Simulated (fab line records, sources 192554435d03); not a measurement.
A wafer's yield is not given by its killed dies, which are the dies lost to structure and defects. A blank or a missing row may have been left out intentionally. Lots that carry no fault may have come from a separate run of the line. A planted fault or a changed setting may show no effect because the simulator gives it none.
Which tool did it? | flow n5 finfet | 72 wafers from 24 lots sampled at 6 of the route's 1938 steps

== WHAT EACH GAUGE READ, for each wafer ==
The record lacks any reading of a measuring or inspecting step that a usual standard deviation could be used to judge.

== EACH LOT AND THE TOOL THAT RAN IT (in order: tool; ch and the chambers of the sampled wafers; start) ==
lot  | N5_BEOL_M3_DESCUM_33               | N5_BEOL_M3_ETCH_41                            | N5_BEOL_M3_SPUTTER_79        | N5_BEOL_M3_SPUTTER_94        | N5_BEOL_M3_ANNEAL_95         | N5_BEOL_M3_CMP_52
L074 | rie diel-05 ch 0,3, day 7 01:59    | rie diel-05 ch 0,2,3, day 7 05:30 or earlier  | pvd sputter-03, day 7 05:30  | pvd sputter-03, day 7 06:49  | pvd sputter-03, day 7 06:54  | cmp-03 ch 0,1,3, day 7 07:40
L075 | rie diel-06 ch 0,3, day 7 08:55    | rie diel-05 ch 0,2, day 7 15:03 or earlier    | pvd sputter-01, day 7 15:03  | pvd sputter-01, day 7 16:22  | pvd sputter-01, day 7 16:27  | cmp-01 ch 2,3, day 7 17:05
L076 | rie diel-05 ch 0,2, day 7 13:42    | rie diel-01 ch 0,2, day 7 16:26 or earlier    | pvd sputter-02, day 7 16:26  | pvd sputter-02, day 7 17:45  | pvd sputter-02, day 7 17:50  | cmp-02 ch 1,2,3, day 7 18:32
L077 | rie diel-05 ch 0,1,3, day 7 19:18  | rie diel-06 ch 0,1, day 8 00:05 or earlier    | pvd sputter-02, day 8 00:05  | pvd sputter-02, day 8 01:25  | pvd sputter-02, day 8 01:29  | cmp-02 ch 0,1,2, day 8 02:13
L078 | rie diel-01 ch 0,1,3, day 8 02:46  | rie diel-05 ch 0,1, day 8 05:48 or earlier    | pvd sputter-02, day 8 05:48  | pvd sputter-02, day 8 07:07  | pvd sputter-02, day 8 07:12  | cmp-02 ch 1,2, day 8 07:50
L079 | rie diel-05 ch 1,3, day 8 06:47    | rie diel-01 ch 0,2, day 8 09:08 or earlier    | pvd sputter-02, day 8 09:08  | pvd sputter-02, day 8 10:27  | pvd sputter-02, day 8 10:32  | cmp-01 ch 0,1,2, day 8 11:15
L080 | rie diel-05 ch 0,3, day 8 13:37    | rie diel-01 ch 1,2,3, day 8 18:19 or earlier  | pvd sputter-02, day 8 18:19  | pvd sputter-02, day 8 19:38  | pvd sputter-02, day 8 19:43  | cmp-02 ch 1,2,3, day 8 20:21
L082 | rie diel-01 ch 1,2,3, day 8 18:34  | rie diel-05 ch 0,1,3, day 8 21:16 or earlier  | pvd sputter-01, day 8 21:16  | pvd sputter-01, day 8 22:35  | pvd sputter-01, day 8 22:40  | cmp-02 ch 0,1,2, day 8 23:17
L081 | rie diel-01 ch 2,3, day 9 02:16    | rie diel-01 ch 2,3, day 9 04:57 or earlier    | pvd sputter-01, day 9 04:57  | pvd sputter-01, day 9 06:16  | pvd sputter-01, day 9 06:21  | cmp-01 ch 0,1,3, day 9 07:57
L083 | rie diel-01 ch 1,2,3, day 9 02:52  | rie diel-01 ch 0,1,2, day 9 06:57 or earlier  | pvd sputter-03, day 9 06:57  | pvd sputter-03, day 9 08:16  | pvd sputter-03, day 9 08:21  | cmp-02 ch 1,2,3, day 9 09:01
L084 | rie diel-06 ch 0,1,2, day 9 10:31  | rie diel-06 ch 1,2,3, day 9 12:08 or earlier  | pvd sputter-01, day 9 12:08  | pvd sputter-01, day 9 13:27  | pvd sputter-01, day 9 13:32  | cmp-01 ch 0,2,3, day 9 14:10
L085 | rie diel-06 ch 1,2,3, day 12 00:33 | rie diel-06 ch 0,1,2, day 12 04:38 or earlier | pvd sputter-03, day 12 04:38 | pvd sputter-03, day 12 05:57 | pvd sputter-03, day 12 06:02 | cmp-02 ch 1,3, day 12 06:40
L088 | rie diel-05 ch 0,2,3, day 12 03:14 | rie diel-06 ch 0,1, day 12 07:17 or earlier   | pvd sputter-02, day 12 07:17 | pvd sputter-02, day 12 08:37 | pvd sputter-02, day 12 08:41 | cmp-02 ch 0,1,3, day 12 09:22
L095 | rie diel-06 ch 1,2, day 12 04:07   | rie diel-01 ch 1,2, day 12 09:31 or earlier   | pvd sputter-03, day 12 09:31 | pvd sputter-03, day 12 10:50 | pvd sputter-03, day 12 10:55 | cmp-03 ch 2,3, day 12 11:33
L094 | rie diel-01 ch 0,3, day 12 04:53   | rie diel-05 ch 0,1, day 12 10:17 or earlier   | pvd sputter-02, day 12 10:17 | pvd sputter-02, day 12 11:37 | pvd sputter-02, day 12 11:41 | cmp-01 ch 1,2,3, day 12 12:24
L089 | rie diel-05 ch 1,2,3, day 12 07:53 | rie diel-01 ch 0,1, day 12 15:07 or earlier   | pvd sputter-02, day 12 15:07 | pvd sputter-02, day 12 16:26 | pvd sputter-02, day 12 16:31 | cmp-01 ch 2,3, day 12 17:18
L090 | rie diel-05 ch 0,1,3, day 12 07:59 | rie diel-01 ch 0,2, day 12 16:33 or earlier   | pvd sputter-03, day 12 16:33 | pvd sputter-03, day 12 17:52 | pvd sputter-03, day 12 17:57 | cmp-01 ch 0,1,2, day 12 18:35
L092 | rie diel-01 ch 0,2, day 12 09:49   | rie diel-01 ch 0,1,2, day 12 17:39 or earlier | pvd sputter-02, day 12 17:39 | pvd sputter-02, day 12 18:58 | pvd sputter-02, day 12 19:03 | cmp-01 ch 1,2,3, day 12 19:46
L091 | rie diel-01 ch 0,1,2, day 12 12:46 | rie diel-01 ch 0,1,2, day 12 20:52 or earlier | pvd sputter-01, day 12 20:52 | pvd sputter-01, day 12 22:11 | pvd sputter-01, day 12 22:16 | cmp-01 ch 0,2,3, day 12 22:55
L087 | rie diel-06 ch 1,2,3, day 12 16:18 | rie diel-06 ch 0,2,3, day 13 00:33 or earlier | pvd sputter-01, day 13 00:33 | pvd sputter-01, day 13 01:52 | pvd sputter-01, day 13 01:57 | cmp-01 ch 0,1,3, day 13 02:36
L093 | rie diel-06 ch 0,1,2, day 12 17:37 | rie diel-01 ch 0,1, day 12 22:48 or earlier   | pvd sputter-03, day 12 22:48 | pvd sputter-03, day 13 00:07 | pvd sputter-03, day 13 00:12 | cmp-02 ch 0,1,3, day 13 00:59
L096 | rie diel-01 ch 0,1,3, day 12 21:30 | rie diel-05 ch 0,1,2, day 13 02:49 or earlier | pvd sputter-03, day 13 02:49 | pvd sputter-03, day 13 04:08 | pvd sputter-03, day 13 04:13 | cmp-02 ch 0,1,3, day 13 04:53
L086 | rie diel-06 ch 0,2,3, day 13 07:47 | rie diel-01 ch 0,2, day 13 11:56 or earlier   | pvd sputter-01, day 13 11:56 | pvd sputter-01, day 13 13:16 | pvd sputter-01, day 13 13:20 | cmp-01 ch 0,1,2, day 13 14:01
L097 | rie diel-01 ch 0,2, day 13 15:10   | rie diel-05 ch 1,2,3, day 14 03:35 or earlier | pvd sputter-02, day 14 03:35 | pvd sputter-02, day 14 04:54 | pvd sputter-02, day 14 04:59 | cmp-03 ch 1,2,3, day 14 05:37
- N5_BEOL_M3_DESCUM_33: chemistry O2, time 7 s.
- N5_BEOL_M3_ETCH_41: etches SiCN in CH3F/O2, target depth 29.9 nm, time 52.5 s.
- N5_BEOL_M3_SPUTTER_79: material Cu, target thk 4.5 nm, time 8.29 s.
- N5_BEOL_M3_SPUTTER_94: material Cu, target thk 4.5 nm, time 8.29 s.
- N5_BEOL_M3_ANNEAL_95: time 240 s.
- N5_BEOL_M3_CMP_52: polishes, stops on SiOC, t overpolish 6.8 s, target thk 40 nm.

== WHAT THE TOOLS THEMSELVES READ (means of the sampled wafers that have a number; where no wafer has one, the mark that the record gives instead) ==
N5_BEOL_M3_DESCUM_33.
lot  | tool        | drypump motor current A (A) | oes product au (a.u.) | rf vpp V (V) | showerhead plenum p Torr (Torr) | throttle valve pct (%)
L074 | rie diel-05 | 5.5                         | 0.87                  | 243.5        | 2.15                            | 20.50
L075 | rie diel-06 | 6.1                         | 0.81                  | 244.8        | 2.16                            | 20.19
L076 | rie diel-05 | 5.8                         | 0.70                  | 243.0        | 2.09                            | 20.52
L077 | rie diel-05 | 6.1                         | 0.79                  | 243.2        | 2.07                            | 20.53
L078 | rie diel-01 | 5.0                         | 0.72                  | 244.3        | 2.14                            | 20.63
L079 | rie diel-05 | 6.1                         | 0.81                  | 243.4        | 2.07                            | 20.44
L080 | rie diel-05 | 6.1                         | 0.77                  | 242.5        | 2.06                            | 20.64
L082 | rie diel-01 | 5.1                         | 0.71                  | 243.7        | 2.11                            | 20.63
L081 | rie diel-01 | 5.0                         | 0.71                  | 243.2        | 2.09                            | 20.84
L083 | rie diel-01 | 5.1                         | 0.71                  | 242.7        | 2.11                            | 20.64
L084 | rie diel-06 | 6.1                         | 0.82                  | 243.2        | 2.11                            | 20.21
L085 | rie diel-06 | 5.8                         | 0.76                  | 243.7        | 2.06                            | 20.34
L088 | rie diel-05 | 5.6                         | 0.74                  | 243.0        | 2.11                            | 20.58
L095 | rie diel-06 | 6.1                         | 0.80                  | 242.1        | 2.05                            | 20.22
L094 | rie diel-01 | 4.9                         | 0.73                  | 244.4        | 2.14                            | 20.84
L089 | rie diel-05 | 5.7                         | 0.76                  | 244.1        | 2.11                            | 20.48
L090 | rie diel-05 | 6.1                         | 0.75                  | 242.9        | 2.05                            | 20.59
L092 | rie diel-01 | 5.2                         | 0.74                  | 244.8        | 2.14                            | 20.77
L091 | rie diel-01 | 5.3                         | 0.82                  | 243.7        | 2.13                            | 20.55
L087 | rie diel-06 | 5.8                         | 0.75                  | 242.9        | 2.06                            | 20.34
L093 | rie diel-06 | 6.1                         | 0.79                  | 243.2        | 2.10                            | 20.27
L096 | rie diel-01 | 5.0                         | 0.91                  | 244.3        | 2.12                            | 20.45
L086 | rie diel-06 | 6.1                         | 0.79                  | 243.4        | 2.10                            | 20.22
L097 | rie diel-01 | 5.4                         | 0.74                  | 243.9        | 2.11                            | 20.78

N5_BEOL_M3_ETCH_41.
lot  | tool        | drypump motor current A (A) | oes product au (a.u.) | rf vpp V (V) | showerhead plenum p Torr (Torr) | throttle valve pct (%)
L074 | rie diel-05 | 5.6                         | 0.79                  | 297.5        | 2.03                            | 16.46
L075 | rie diel-05 | 6.2                         | 0.71                  | 297.2        | 1.96                            | 16.66
L076 | rie diel-01 | 5.2                         | 0.77                  | 298.7        | 2.06                            | 16.55
L077 | rie diel-06 | 6.0                         | 0.79                  | 299.2        | 2.06                            | 16.15
L078 | rie diel-05 | 6.7                         | 0.72                  | 295.3        | 1.92                            | 16.70
L079 | rie diel-01 | 5.4                         | 0.76                  | 298.6        | 2.02                            | 16.55
L080 | rie diel-01 | 5.2                         | 0.72                  | 297.9        | 2.01                            | 16.54
L082 | rie diel-05 | 6.1                         | 0.77                  | 297.6        | 1.99                            | 16.53
L081 | rie diel-01 | 5.0                         | 0.72                  | 297.5        | 1.98                            | 16.62
L083 | rie diel-01 | 5.2                         | 0.73                  | 297.8        | 2.04                            | 16.51
L084 | rie diel-06 | 5.8                         | 0.79                  | 297.1        | 1.98                            | 16.29
L085 | rie diel-06 | 6.1                         | 0.79                  | 298.0        | 2.01                            | 16.17
L088 | rie diel-06 | 6.1                         | 0.76                  | 297.7        | 2.05                            | 16.20
L095 | rie diel-01 | 5.4                         | 0.83                  | 297.5        | 2.01                            | 16.42
L094 | rie diel-05 | 6.7                         | 0.70                  | 296.2        | 1.91                            | 16.76
L089 | rie diel-01 | 5.1                         | 0.91                  | 298.9        | 2.06                            | 16.22
L090 | rie diel-01 | 5.4                         | 0.74                  | 298.6        | 2.01                            | 16.63
L092 | rie diel-01 | 5.2                         | 0.82                  | 298.1        | 2.04                            | 16.42
L091 | rie diel-01 | 5.3                         | 0.82                  | 298.9        | 2.04                            | 16.41
L087 | rie diel-06 | 6.1                         | 0.79                  | 297.0        | 2.01                            | 16.20
L093 | rie diel-01 | 5.1                         | 0.90                  | 298.5        | 2.06                            | 16.21
L096 | rie diel-05 | 6.2                         | 0.69                  | 295.8        | 1.96                            | 16.65
L086 | rie diel-01 | 5.4                         | 0.72                  | 297.5        | 2.01                            | 16.63
L097 | rie diel-05 | 5.6                         | 0.75                  | 297.8        | 2.03                            | 16.47

N5_BEOL_M3_SPUTTER_79.
lot  | tool           | throttle valve pct (%)
L074 | pvd sputter-03 | 30.2
L075 | pvd sputter-01 | 30.7
L076 | pvd sputter-02 | 29.4
L077 | pvd sputter-02 | 29.9
L078 | pvd sputter-02 | 29.4
L079 | pvd sputter-02 | 28.7
L080 | pvd sputter-02 | 29.3
L082 | pvd sputter-01 | 30.1
L081 | pvd sputter-01 | 30.3
L083 | pvd sputter-03 | 30.2
L084 | pvd sputter-01 | 30.6
L085 | pvd sputter-03 | 29.7
L088 | pvd sputter-02 | 29.6
L095 | pvd sputter-03 | 29.6
L094 | pvd sputter-02 | 29.2
L089 | pvd sputter-02 | 29.3
L090 | pvd sputter-03 | 30.3
L092 | pvd sputter-02 | 28.9
L091 | pvd sputter-01 | 30.6
L087 | pvd sputter-01 | 30.6
L093 | pvd sputter-03 | 29.5
L096 | pvd sputter-03 | 29.2
L086 | pvd sputter-01 | 30.1
L097 | pvd sputter-02 | 29.2

N5_BEOL_M3_SPUTTER_94.
lot  | tool           | throttle valve pct (%)
L074 | pvd sputter-03 | 30.1
L075 | pvd sputter-01 | 30.7
L076 | pvd sputter-02 | 29.2
L077 | pvd sputter-02 | 30.0
L078 | pvd sputter-02 | 29.5
L079 | pvd sputter-02 | 28.8
L080 | pvd sputter-02 | 29.4
L082 | pvd sputter-01 | 30.2
L081 | pvd sputter-01 | 30.5
L083 | pvd sputter-03 | 30.4
L084 | pvd sputter-01 | 30.5
L085 | pvd sputter-03 | 29.4
L088 | pvd sputter-02 | 29.5
L095 | pvd sputter-03 | 29.4
L094 | pvd sputter-02 | 29.2
L089 | pvd sputter-02 | 29.4
L090 | pvd sputter-03 | 30.3
L092 | pvd sputter-02 | 28.8
L091 | pvd sputter-01 | 30.5
L087 | pvd sputter-01 | 30.6
L093 | pvd sputter-03 | 29.6
L096 | pvd sputter-03 | 29.2
L086 | pvd sputter-01 | 30.2
L097 | pvd sputter-02 | 29.5

N5_BEOL_M3_ANNEAL_95.
lot  | tool           | heater power w (W)
L074 | pvd sputter-03 | 869
L075 | pvd sputter-01 | 786
L076 | pvd sputter-02 | 831
L077 | pvd sputter-02 | 797
L078 | pvd sputter-02 | 823
L079 | pvd sputter-02 | 834
L080 | pvd sputter-02 | 819
L082 | pvd sputter-01 | 829
L081 | pvd sputter-01 | 796
L083 | pvd sputter-03 | 856
L084 | pvd sputter-01 | 791
L085 | pvd sputter-03 | 867
L088 | pvd sputter-02 | 785
L095 | pvd sputter-03 | 883
L094 | pvd sputter-02 | 846
L089 | pvd sputter-02 | 794
L090 | pvd sputter-03 | 862
L092 | pvd sputter-02 | 801
L091 | pvd sputter-01 | 824
L087 | pvd sputter-01 | 796
L093 | pvd sputter-03 | 910
L096 | pvd sputter-03 | 862
L086 | pvd sputter-01 | 829
L097 | pvd sputter-02 | 798

N5_BEOL_M3_CMP_52.
lot  | tool   | barrier field endpoint s (s) | motor current A (A) | overpolish run s (s) | retaining ring pressure frac | time to endpoint s (s)
L074 | cmp-03 | 24.3                         | 6.3                 | 6.808                | 1.006                        | 63.7
L075 | cmp-01 | 23.6                         | 6.0                 | 6.799                | 1.000                        | 57.5
L076 | cmp-02 | 24.6                         | 6.0                 | 6.805                | 1.003                        | 62.0
L077 | cmp-02 | 26.0                         | 5.4                 | 6.800                | 0.999                        | 63.2
L078 | cmp-02 | 24.6                         | 5.8                 | 6.801                | 0.999                        | 64.0
L079 | cmp-01 | 24.4                         | 6.7                 | 6.805                | 1.001                        | 62.1
L080 | cmp-02 | 24.5                         | 6.0                 | 6.797                | 1.006                        | 62.3
L082 | cmp-02 | 24.7                         | 5.4                 | 6.793                | 1.004                        | 60.8
L081 | cmp-01 | 24.2                         | 5.9                 | 6.801                | 0.999                        | 60.6
L083 | cmp-02 | 24.5                         | 5.8                 | 6.807                | 1.001                        | 60.4
L084 | cmp-01 | 24.1                         | 6.0                 | 6.797                | 1.004                        | 59.0
L085 | cmp-02 | 25.0                         | 5.7                 | 6.794                | 0.996                        | 65.9
L088 | cmp-02 | 24.1                         | 5.7                 | 6.801                | 1.001                        | 63.7
L095 | cmp-03 | 24.7                         | 6.4                 | 6.794                | 0.996                        | 64.1
L094 | cmp-01 | 25.1                         | 6.3                 | 6.797                | 0.999                        | 59.5
L089 | cmp-01 | 23.9                         | 6.3                 | 6.798                | 0.994                        | 59.7
L090 | cmp-01 | 24.2                         | 6.6                 | 6.795                | 0.993                        | 62.8
L092 | cmp-01 | 23.9                         | 6.2                 | 6.796                | 0.999                        | 60.5
L091 | cmp-01 | 25.0                         | 6.1                 | 6.797                | 0.995                        | 63.7
L087 | cmp-01 | 24.9                         | 6.0                 | 6.792                | 1.000                        | 65.4
L093 | cmp-02 | 24.4                         | 5.4                 | 6.801                | 0.998                        | 60.8
L096 | cmp-02 | 24.2                         | 5.6                 | 6.805                | 0.995                        | 62.6
L086 | cmp-01 | 24.4                         | 6.7                 | 6.803                | 1.001                        | 62.2
L097 | cmp-03 | 24.7                         | 6.5                 | 6.799                | 0.998                        | 62.9

== THE ANSWER, worked out from the rows above alone ==
Rule: the lots themselves supply what counts as usual. Put in order of their means at a reading, lots are off if they are a third of the lots or fewer, leave a main group of 4 or more, and stand apart from it by a gap of 3 or more times the standard deviation of the main group's means; of several such gaps the widest counts. A main group whose means are all the same, to the digits that the tables above print for the reading, isn't used. A lot without any number at a reading at which 4 lots or more have one is off too. Where the step has rows for the other lots, those lots are counted as sound. First the gauges in route order, then the tools' own readings, where a lot's mean is used as printed above. The first step at which some lot is off is used, and at that step the reading that is off furthest; a lot without a number counts as furthest.
No lot is off on any of the readings shown, so nothing can be concluded from this.

== WHAT WAS PUT IN BY THE SIMULATOR ==
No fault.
